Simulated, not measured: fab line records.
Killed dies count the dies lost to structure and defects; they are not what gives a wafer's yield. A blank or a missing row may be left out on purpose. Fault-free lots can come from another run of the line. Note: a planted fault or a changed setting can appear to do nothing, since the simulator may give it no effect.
Chamber matching	flow nand-harc	NHARC_A_SGD_CUT_ETCH_58 on rie-diel-06: 3 sister chambers
The step etches the open film in CF4, target depth 39 nm, time 65 s. 6 wafers are shown with their chamber, then 5 later ones without.

WAFERS PAIRED WITH THEIR CHAMBERS
wafer	chamber	drypump-motor-current-A (A)	oes-product-au (a.u.)
L081.1	0	5.8	0.994
L081.6	1	6.0	0.995
L086.1	2	5.0	0.990
L086.2	1	6.0	0.986
L086.4	0	5.7	0.998
L087.1	2	5.0	1.005

WAFERS MISSING THEIR CHAMBER
wafer	drypump-motor-current-A (A)	oes-product-au (a.u.)
L087.5	5.0	0.987
L085.1	5.8	0.991
L085.3	6.0	0.995
L090.1	5.8	1.006
L090.3	5.1	1.006

WHICH CHAMBER EACH WENT THROUGH
wafer	from the rows above	in truth
L087.5	2	2
L085.1	0	0
L085.3	1	1
L090.1	0	0
L090.3	2	2
Correctly placed: 5 of 5. Left unplaced by these rows: 0. 0 placed wrongly.
How it was worked out, from the rows above alone: a wafer's distance from a chamber is the root of the sum, over the readings, of the square of ((its reading less the chamber's mean) divided by the reading's scatter). The wafer belongs to the nearest chamber; if the next one is less than 2 further off, it can't be placed. Each chamber's mean is taken over the wafers shown for it. How the scatter is found: for the shown wafers, subtract from each reading the mean of its chamber, square and add these, divide the total by (wafers less chambers), then take the root.
